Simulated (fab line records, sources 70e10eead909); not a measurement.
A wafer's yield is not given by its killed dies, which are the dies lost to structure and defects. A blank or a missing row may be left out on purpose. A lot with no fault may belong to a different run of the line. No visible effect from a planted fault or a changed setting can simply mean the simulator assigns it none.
fab line records -- flow nand_harc
record: lots: 13, wafers: 39, last_day: 34
route steps=1302 shown A_WL_FILL@965 A_CONTACT@983 END@1302
lots with no fault: from the same line, run without faults
start_h: hours from the record's opening day to when the first of the lot's shown wafers began -- wait_h: time in hours since the lot's previous step -- " same as the row above -- L1.1+2: one row covering several wafers at once -- - either no value or no given start -- * or withheld: withheld -- < > ~ a bound
route shown NAME@n: a module of which the file shows steps, and the number in the route of the first -- usual: mean/standard deviation taken from wafers without a fault -- same: alike in all rows -- chamber/n: place in a boat -- sites: per-site readings -- _std_site: how widely they spread, as a standard deviation -- _edge_site: the outer-site mean with the inner-site mean subtracted -- radius_mm: for every site, how far away it sits from the centre of the wafer -- mask NAME#n: copy n -- behind: the tool/chamber that last shaped the wafer -- hold: reason for holding the lot/hours on hold/outcome of the hold -- device: transistor that didn't switch, given as n, p or np -- end of line: the route-end tests of the same wafers -- step lacking rows: just its recipe -- killed: the dies lost at the first sort to structure and to defects; this is not the yield of the wafer -- map: a wafer's dies, x killed, . not, _ none there
set.NAME: setting as actually run; set.NAME@STEP: the setting as run at that earlier step -- model.NAME: the simulator's own value behind a step, which no gauge read
steps of the route over a sample of lots; a table a step, a row a wafer
services: a tool's chamber out of use, with start hour (start_h, from the record's first day; less than 0 if before it), hours out, and reason
== steps ==
step: NHARC_A_WL_FILL_ALD_10
recipe: target_thk_a: 500, pulse_time_s: 10, ald_cycles: 500, temp_c: 300, material: SiO2
usual: heater_power_outer_w: 257/35, heater_power_w: 457/53, precursor_pulse_height_rel: 1.001/0.021
lot.wafer,tool,chamber,start_h,wait_h,heater_power_outer_w,heater_power_w,precursor_pulse_height_rel
L820.2,ald_hk-01,1,473.38,1.1,271,512,0.992
L820.6,ald_hk-01,3,474.42,2.1,239,407,0.997
L820.5,ald_hk-01,0,474.42,2.1,249,436,0.988
L828.1,ald_hk-01,1,543.14,0.1,273,500,0.996
L828.4,ald_hk-01,0,544.66,1.6,245,437,0.997
L828.6,ald_hk-01,1,544.66,1.6,278,507,1.013
L827.2,ald_hk-03,3,546.78,0.1,221,384,0.979
L827.3,ald_hk-03,2,548.34,1.6,265,478,0.973
L827.5,ald_hk-03,0,549.38,2.6,268,483,1.011
L834.2,ald_hk-02,1,622.53,0.6,276,488,0.996
L834.1,ald_hk-02,2,622.53,0.6,187,380,0.993
L834.5,ald_hk-02,1,624.57,2.6,271,487,1.021
L835.4,ald_hk-02,2,631.81,0.0,182,380,1.002
L835.6,ald_hk-02,2,633.86,2.1,182,379,1.037
L835.5,ald_hk-02,3,633.86,2.1,275,478,1.042
L836.4,ald_hk-03,3,635.44,0.0,209,377,0.975
L836.1,ald_hk-03,0,635.44,0.0,275,477,0.994
L836.5,ald_hk-03,3,637.51,2.1,203,376,1.001
L838.2,ald_hk-01,0,650.41,0.1,251,433,0.992
L838.1,ald_hk-01,2,651.44,1.1,261,452,1.006
L838.6,ald_hk-01,0,652.47,2.1,246,441,0.997
L839.2,ald_hk-02,3,650.91,0.6,271,479,0.951
L839.3,ald_hk-02,0,650.91,0.6,330,551,1.029
L839.6,ald_hk-02,2,652.43,2.1,186,380,0.988
L837.1,ald_hk-03,3,650.92,0.6,209,377,1.017
L837.4,ald_hk-03,1,651.95,1.6,295,509,1.001
L837.5,ald_hk-03,2,651.95,1.6,270,453,1.015
L840.4,ald_hk-01,2,684.87,0.1,243,417,1.030
L840.6,ald_hk-01,2,686.96,2.1,246,412,1.011
L840.5,ald_hk-01,3,686.96,2.1,235,404,0.998
L841.2,ald_hk-01,2,695.73,0.6,250,416,0.995
L841.3,ald_hk-01,0,696.76,1.6,246,441,0.992
L841.6,ald_hk-01,2,697.79,2.6,245,419,1.001
L843.3,ald_hk-01,0,706.00,0.1,247,440,1.027
L843.4,ald_hk-01,2,707.03,1.1,245,406,0.968
L843.6,ald_hk-01,1,708.59,2.6,265,500,1.041
L842.3,ald_hk-03,1,717.82,0.1,298,535,1.004
L842.4,ald_hk-03,0,720.94,3.2,273,482,1.017
L842.5,ald_hk-03,1,721.98,4.2,296,517,1.039
step: NHARC_A_WL_FILL_CVD_20
recipe: target_thk_a: 1000, temp_c: 400, pressure_torr: 40, wf6_flow_sccm: 40, h2_flow_sccm: 1600, ar_flow_sccm: 1560, time_s: 74, material: W
usual: heater_power_outer_w: 476/23, heater_power_w: 788/44, mfc_ar_sccm: 1559/4.9, throttle_valve_pct: 8.24/0.19
lot.wafer,tool,chamber,start_h,wait_h,heater_power_outer_w,heater_power_w,mfc_ar_sccm,throttle_valve_pct
L820.2,cvd_w-01,0,-,-,443,746,1559,8.29
L820.5,cvd_w-01,0,-,-,448,776,1559,8.40
L820.6,cvd_w-01,1,-,-,465,739,1567,8.34
L828.1,cvd_w-02,1,-,-,516,784,1558,8.22
L828.4,cvd_w-02,1,-,-,508,779,1556,8.29
L828.6,cvd_w-02,1,-,-,504,787,1554,8.26
L827.2,cvd_w-02,0,-,-,490,835,1561,8.20
L827.3,cvd_w-02,0,-,-,487,837,1563,8.44
L827.5,cvd_w-02,1,-,-,512,800,1571,8.02
L834.2,cvd_w-01,1,-,-,472,718,1562,8.48
L834.1,cvd_w-01,0,-,-,478,801,1552,8.18
L834.5,cvd_w-01,1,-,-,458,709,1549,8.24
L835.4,cvd_w-01,1,-,-,454,715,1556,8.08
L835.5,cvd_w-01,1,-,-,445,722,1565,8.34
L835.6,cvd_w-01,0,-,-,482,795,1551,8.45
L836.1,cvd_w-02,0,-,-,478,831,1548,8.04
L836.4,cvd_w-02,1,-,-,534,851,1554,7.87
L836.5,cvd_w-02,1,-,-,529,846,1552,7.75
L837.1,cvd_w-01,0,-,-,468,799,1560,8.43
L837.4,cvd_w-01,1,-,-,450,723,1553,8.38
L837.5,cvd_w-01,0,-,-,470,792,1554,8.36
L839.2,cvd_w-02,1,-,-,519,853,1564,7.94
L839.3,cvd_w-02,1,-,-,523,843,1561,7.81
L839.6,cvd_w-02,1,-,-,528,814,1558,7.56
L838.2,cvd_w-01,1,-,-,461,740,1562,8.42
L838.1,cvd_w-01,0,-,-,473,805,1559,8.21
L838.6,cvd_w-01,1,-,-,462,740,1564,8.51
L840.4,cvd_w-01,1,-,-,459,736,1553,8.37
L840.6,cvd_w-01,1,-,-,454,715,1560,8.34
L840.5,cvd_w-01,0,-,-,472,800,1557,8.68
L841.2,cvd_w-01,0,-,-,481,802,1559,8.28
L841.3,cvd_w-01,1,-,-,457,719,1552,8.48
L841.6,cvd_w-01,0,-,-,462,808,1556,8.45
L843.4,cvd_w-02,1,-,-,529,844,1562,8.05
L843.3,cvd_w-02,0,-,-,470,853,1553,8.16
L843.6,cvd_w-02,0,-,-,470,827,1560,8.18
L842.3,cvd_w-02,0,-,-,490,850,1569,8.40
L842.4,cvd_w-02,1,-,-,517,842,1565,7.90
L842.5,cvd_w-02,1,-,-,531,843,1564,8.04
step: NHARC_A_WL_FILL_INSPECT_15
usual: raw_defect_count: 464/120
lot.wafer,tool,chamber,start_h,wait_h,raw_defect_count
L820.2,defect_inspect-01,-,484.14,0.0,343
L820.5,defect_inspect-01,-,484.14,0.0,482
L820.6,defect_inspect-01,-,484.14,0.0,383
L828.1,defect_inspect-01,-,554.21,0.0,437
L828.4,defect_inspect-01,-,554.21,0.0,539
L828.6,defect_inspect-01,-,554.21,0.0,492
L827.2,defect_inspect-02,-,558.23,0.0,675
L827.3,defect_inspect-02,-,558.23,0.0,474
L827.5,defect_inspect-02,-,558.23,0.0,600
L834.1,defect_inspect-01,-,633.20,0.0,376
L834.2,defect_inspect-01,-,633.20,0.0,353
L834.5,defect_inspect-01,-,633.20,0.0,466
L835.4,defect_inspect-02,-,643.10,0.0,378
L835.5,defect_inspect-02,-,643.10,0.0,385
L835.6,defect_inspect-02,-,643.10,0.0,459
L836.1,defect_inspect-01,-,646.64,0.0,477
L836.4,defect_inspect-01,-,646.64,0.0,518
L836.5,defect_inspect-01,-,646.64,0.0,710
L837.1,defect_inspect-02,-,661.51,0.0,459
L837.4,defect_inspect-02,-,661.51,0.0,434
L837.5,defect_inspect-02,-,661.51,0.0,551
L839.2,defect_inspect-01,-,661.53,0.0,543
L839.3,defect_inspect-01,-,661.53,0.0,720
L839.6,defect_inspect-01,-,661.53,0.0,672
L838.1,defect_inspect-02,-,661.67,0.0,561
L838.2,defect_inspect-02,-,661.67,0.0,510
L838.6,defect_inspect-02,-,661.67,0.0,437
L840.4,defect_inspect-02,-,696.09,0.0,419
L840.5,defect_inspect-02,-,696.09,0.0,440
L840.6,defect_inspect-02,-,696.09,0.0,483
L841.2,defect_inspect-01,-,706.32,0.0,374
L841.3,defect_inspect-01,-,706.32,0.0,438
L841.6,defect_inspect-01,-,706.32,0.0,594
L843.3,defect_inspect-02,-,717.21,0.0,599
L843.4,defect_inspect-02,-,717.21,0.0,690
L843.6,defect_inspect-02,-,717.21,0.0,577
L842.3,defect_inspect-01,-,732.12,0.0,302
L842.4,defect_inspect-01,-,732.12,0.0,261
L842.5,defect_inspect-01,-,732.12,0.0,272
step: NHARC_A_CONTACT_DEP_24
recipe: target_thk_a: 5000, temp_c: 400, pressure_torr: 6.5, rf_w: 900, teos_flow_sccm: 161.4, flow_sccm: 2650, target_thk_nm: 500, gas: O2, material: SiO2
usual: flow_sccm: 2649/7.3, heater_power_outer_w: 280/62, heater_power_w: 517/81, mfc_precursor_sccm: 161.4/0.47, throttle_valve_pct: 15.9/0.49
lot.wafer,tool,chamber,start_h,wait_h,flow_sccm,heater_power_outer_w,heater_power_w,mfc_precursor_sccm,throttle_valve_pct
L820.2,pecvd-04,0,484.33,0.2,2633,266,535,161.4,15.6
L820.6,pecvd-04,1,484.33,0.2,2654,288,557,161.7,16.4
L820.5,pecvd-04,0,484.33,0.2,2639,171,397,161.1,15.7
L828.1,pecvd-04,1,554.50,0.3,2652,290,549,188.4,16.4
L828.4,pecvd-04,1,554.50,0.3,2655,299,576,188.3,16.4
L828.6,pecvd-04,0,554.50,0.3,2646,177,399,188.2,15.8
L827.2,pecvd-04,2,558.30,0.1,2651,251,463,188.3,15.8
L827.3,pecvd-04,1,558.30,0.1,2651,278,559,187.4,16.4
L827.5,pecvd-04,0,558.30,0.1,2647,258,504,187.5,15.9
L834.2,pecvd-03,2,633.27,0.1,2645,229,426,161.2,16.0
L834.1,pecvd-03,0,633.27,0.1,2657,322,604,162.0,16.5
L834.5,pecvd-03,0,633.27,0.1,2646,354,624,161.9,16.4
L835.4,pecvd-03,1,643.35,0.2,2651,390,689,161.1,16.0
L835.5,pecvd-03,2,643.35,0.2,2651,293,513,161.9,16.0
L835.6,pecvd-03,0,643.35,0.2,2643,321,571,161.0,16.6
L836.1,pecvd-03,2,646.76,0.1,2641,283,511,162.1,16.0
L836.4,pecvd-03,1,646.76,0.1,2635,352,635,162.4,16.1
L836.5,pecvd-03,2,646.76,0.1,2639,189,378,161.6,15.8
L839.2,pecvd-02,1,661.60,0.1,2638,205,456,160.9,14.8
L839.3,pecvd-02,0,661.60,0.1,2651,242,397,161.3,15.6
L839.6,pecvd-02,0,661.60,0.1,2645,265,435,161.6,15.4
L837.1,pecvd-03,0,661.70,0.2,2656,289,553,161.5,16.5
L837.5,pecvd-03,2,661.70,0.2,2651,287,523,161.7,16.5
L837.4,pecvd-03,0,661.70,0.2,2665,315,583,161.9,16.6
L838.1,pecvd-03,2,661.95,0.3,2643,267,510,161.1,16.1
L838.2,pecvd-03,0,661.95,0.3,2654,368,670,160.9,16.4
L838.6,pecvd-03,0,661.95,0.3,2641,256,500,161.6,16.6
L840.5,pecvd-03,0,696.35,0.2,2649,338,635,162.0,16.7
L840.4,pecvd-03,1,696.35,0.2,2656,351,655,161.8,16.2
L840.6,pecvd-03,2,696.35,0.2,2646,255,455,161.1,16.4
L841.2,pecvd-04,1,706.39,0.1,2638,302,595,161.6,16.0
L841.3,pecvd-04,2,706.39,0.1,2654,208,416,161.4,14.8
L841.6,pecvd-04,2,706.39,0.1,2649,229,446,161.5,15.2
L843.3,pecvd-02,0,717.40,0.2,2649,294,470,160.5,15.4
L843.6,pecvd-02,2,717.40,0.2,2647,340,556,161.1,16.2
L843.4,pecvd-02,0,717.40,0.2,2660,310,497,161.1,15.7
L842.3,pecvd-02,0,732.19,0.1,2649,281,454,162.0,15.7
L842.4,pecvd-02,0,732.19,0.1,2656,310,466,161.4,15.7
L842.5,pecvd-02,2,732.19,0.1,2649,267,450,161.3,16.4
step: NHARC_END_SORT_01
recipe: temp_c: 25
usual: killed_at_array: 51/18, killed_at_other: 1.0/1.2, killed_at_periphery: 3.7/2.9, killed_dies: 55/19, killed_open: 3.5/1.9, killed_short: 2.6/1.6
same: gross_dies: 677
lot.wafer,tool,chamber,start_h,wait_h,killed_at_array,killed_at_other,killed_at_periphery,killed_dies,killed_open,killed_short
L828.1,prober-01,0,644.73,2.5,60,0,1,61,3,4
L828.4,prober-01,0,647.10,3.4,62,0,4,66,5,6
L828.6,prober-01,0,648.68,4.0,73,0,1,74,5,3
L834.1,prober-02,0,708.95,2.5,46,2,10,58,1,5
L834.2,prober-02,0,709.74,2.8,61,1,14,76,5,3
L834.5,prober-02,0,712.14,3.7,65,0,7,72,1,3
killed by level:class
L828.1 A_CHANNEL_HOLE_D1:chamber_film_flake=29 A_CHANNEL_HOLE_D2:chamber_film_flake=17 A_WL_FILL:geometric_particle:short=2 A_SLIT:chamber_film_flake=2 A_STAIRCASE:chamber_film_flake=2 A_CONTACT:chamber_film_flake=2 P_CONTACT:geometric_particle:open=1 A_CHANNEL_HOLE_D1:geometric_particle:open=1
L828.4 A_CHANNEL_HOLE_D1:chamber_film_flake=25 A_CHANNEL_HOLE_D2:chamber_film_flake=23 A_DECK1_JOINT:geometric_particle:open=2 A_ONON_D2:geometric_particle:short=2 A_CHANNEL_FILL_D1:chamber_film_flake=2 A_STAIRCASE:chamber_film_flake=2 P_GATE:geometric_particle:short=1 P_CONTACT:geometric_particle:open=1
L828.6 A_CHANNEL_HOLE_D1:chamber_film_flake=32 A_CHANNEL_HOLE_D2:chamber_film_flake=21 A_WL_FILL:chamber_film_flake=7 A_CONTACT:chamber_film_flake=4 A_WL_FILL:geometric_particle:open=2 A_CHANNEL_FILL_D1:chamber_film_flake=2 P_M0:geometric_particle:short=1 A_DECK1_JOINT:geometric_particle:short=1
L834.1 A_SLIT:chamber_film_flake=14 A_CHANNEL_HOLE_D1:chamber_film_flake=12 P_BONDPAD:chamber_film_flake=4 A_CHANNEL_HOLE_D2:chamber_film_flake=4 A_STAIRCASE:chamber_film_flake=4 P_GATE:chamber_film_flake=2 P_CONTACT:chamber_film_flake=2 A_DECK1_JOINT:chamber_film_flake=2
L834.2 A_SLIT:chamber_film_flake=29 A_CHANNEL_HOLE_D2:chamber_film_flake=11 P_BONDPAD:chamber_film_flake=7 A_STAIRCASE:chamber_film_flake=7 P_CONTACT:chamber_film_flake=4 A_CHANNEL_HOLE_D1:chamber_film_flake=4 A_M1:geometric_particle:open=3 P_GATE:chamber_film_flake=2
L834.5 A_CHANNEL_HOLE_D2:chamber_film_flake=21 A_SLIT:chamber_film_flake=12 A_CHANNEL_HOLE_D1:chamber_film_flake=11 A_STAIRCASE:chamber_film_flake=10 P_BONDPAD:chamber_film_flake=4 P_GATE:chamber_film_flake=2 A_ZERO_WELL:chamber_film_flake=2 A_CONTACT:chamber_film_flake=2
== services ==
tool,chamber,start_h,hours,kind
cvd_w-02,-,450.00,13.0,pm
pecvd-04,-,450.65,13.0,pm
pecvd-04,1,492.80,18.8,repair
pecvd-04,1,512.93,2.7,repair
cvd_w-01,0,521.54,6.5,repair
ald_hk-02,-,528.80,10.0,pm
pecvd-03,-,545.44,0.9,repair
cvd_w-01,-,547.00,13.0,pm
cvd_w-01,0,547.00,13.0,vent_cycle
cvd_w-01,1,547.00,13.0,vent_cycle
pecvd-03,-,547.00,13.0,pm
pecvd-02,-,549.54,13.7,repair
cvd_w-01,0,560.00,-,clean
cvd_w-01,1,560.00,-,clean
pecvd-04,2,573.66,14.5,repair
pecvd-02,-,589.68,13.0,pm
cvd_w-02,-,631.00,13.0,pm
pecvd-03,1,704.68,8.5,repair
pecvd-03,0,707.12,6.4,repair
ald_hk-02,-,708.51,10.0,pm
cvd_w-01,-,728.00,13.0,pm
cvd_w-01,0,728.00,13.0,vent_cycle
cvd_w-01,1,728.00,13.0,vent_cycle
pecvd-03,-,728.11,13.0,pm
== key ==
first_sign: step: NHARC_A_CONTACT_DEP_24, reading: mfc_precursor_sccm, direction: up, sigmas: 57, usual: 161.4, struck: 188.0
effect none on later readings
met_at NHARC_A_CONTACT_DEP_24
struck_lots L827,L828
tester_left_out L827,L828
not_acting_at NHARC_A_WL_FILL_ALD_10,NHARC_A_WL_FILL_CVD_20,NHARC_A_WL_FILL_INSPECT_15
onset_between 484.33 554.50
fault: kind: process_parameter_drift, tool: pecvd-04, chamber: -, onset_h: 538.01, steps: NHARC_A_CONTACT_DEP_24, channel: teos_flow_sccm, offset: *, shape: step, end_h: 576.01, acts_in: *, stated: *
tester_left_out: of these lots the tester's yield and bins aren't shown, on N5 and GAA mostly nor the transistor test; their killed dies are dies lost to structure and defects alone, not to doping, threshold or leakage, so they don't give the yield
